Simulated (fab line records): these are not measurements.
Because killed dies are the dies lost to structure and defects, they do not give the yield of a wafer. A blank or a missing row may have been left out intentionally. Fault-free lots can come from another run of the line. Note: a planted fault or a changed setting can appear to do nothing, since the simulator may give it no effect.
Chamber matching / flow n5-finfet / N5_BEOL_M3_CO_CAP_55 on cvd-co-01 has 3 sister chambers
The step material Co, precursor CCTBA/H2, target thk 2 nm, time 102.1 s. 6 wafers are shown with their chamber, then 12 later ones without.

EACH WAFER AND ITS CHAMBER
wafer=L087.3; chamber=2; heater-power-w (W)=226; chamber-pressure-Torr (Torr)=29.94
wafer=L087.4; chamber=0; heater-power-w (W)=219; chamber-pressure-Torr (Torr)=30.09
wafer=L087.5; chamber=1; heater-power-w (W)=233; chamber-pressure-Torr (Torr)=30.04
wafer=L088.2; chamber=1; heater-power-w (W)=234; chamber-pressure-Torr (Torr)=30.03
wafer=L088.4; chamber=0; heater-power-w (W)=225; chamber-pressure-Torr (Torr)=29.95
wafer=L088.5; chamber=2; heater-power-w (W)=215; chamber-pressure-Torr (Torr)=30.12

WAFERS WHOSE CHAMBER IS MISSING
wafer=L093.2; heater-power-w (W)=223; chamber-pressure-Torr (Torr)=30.05
wafer=L093.3; heater-power-w (W)=240; chamber-pressure-Torr (Torr)=30.09
wafer=L093.4; heater-power-w (W)=229; chamber-pressure-Torr (Torr)=29.92
wafer=L091.1; heater-power-w (W)=236; chamber-pressure-Torr (Torr)=29.89
wafer=L091.2; heater-power-w (W)=219; chamber-pressure-Torr (Torr)=30.04
wafer=L091.3; heater-power-w (W)=220; chamber-pressure-Torr (Torr)=30.11
wafer=L095.2; heater-power-w (W)=221; chamber-pressure-Torr (Torr)=30.03
wafer=L095.3; heater-power-w (W)=232; chamber-pressure-Torr (Torr)=30.08
wafer=L095.4; heater-power-w (W)=224; chamber-pressure-Torr (Torr)=30.02
wafer=L097.2; heater-power-w (W)=226; chamber-pressure-Torr (Torr)=29.82
wafer=L097.4; heater-power-w (W)=227; chamber-pressure-Torr (Torr)=29.96
wafer=L097.5; heater-power-w (W)=225; chamber-pressure-Torr (Torr)=29.95

CHAMBER TAKEN BY EACH
wafer=L093.2; from the rows above=can't be placed: 0 or 2 or 1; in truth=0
wafer=L093.3; from the rows above=1; in truth=1
wafer=L093.4; from the rows above=can't be placed: 1 or 0 or 2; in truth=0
wafer=L091.1; from the rows above=can't be placed: 1 or 0 or 2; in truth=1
wafer=L091.2; from the rows above=can't be placed: 2 or 0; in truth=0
wafer=L091.3; from the rows above=can't be placed: 2 or 0 or 1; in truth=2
wafer=L095.2; from the rows above=can't be placed: 2 or 0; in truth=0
wafer=L095.3; from the rows above=can't be placed: 1 or 0 or 2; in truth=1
wafer=L095.4; from the rows above=can't be placed: 0 or 2 or 1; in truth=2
wafer=L097.2; from the rows above=can't be placed: 0 or 2 or 1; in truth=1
wafer=L097.4; from the rows above=can't be placed: 0 or 2 or 1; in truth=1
wafer=L097.5; from the rows above=can't be placed: 0 or 2 or 1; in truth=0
Correctly placed: 1 of 12. Not placeable from these rows: 11 (in 11, the candidates include the true chamber). Number placed wrongly: 0.
How it was worked out, from the rows above alone: a wafer's distance from a chamber is the root of the sum, over the readings, of the square of ((its reading less the chamber's mean) divided by the reading's scatter). The wafer belongs to the nearest chamber; if the next one is less than 2 further off, it can't be placed. For every chamber, the mean is computed from those of its wafers that are shown. How the scatter is found: for the shown wafers, subtract from each reading the mean of its chamber, square and add these, divide the total by (wafers less chambers), then take the root.
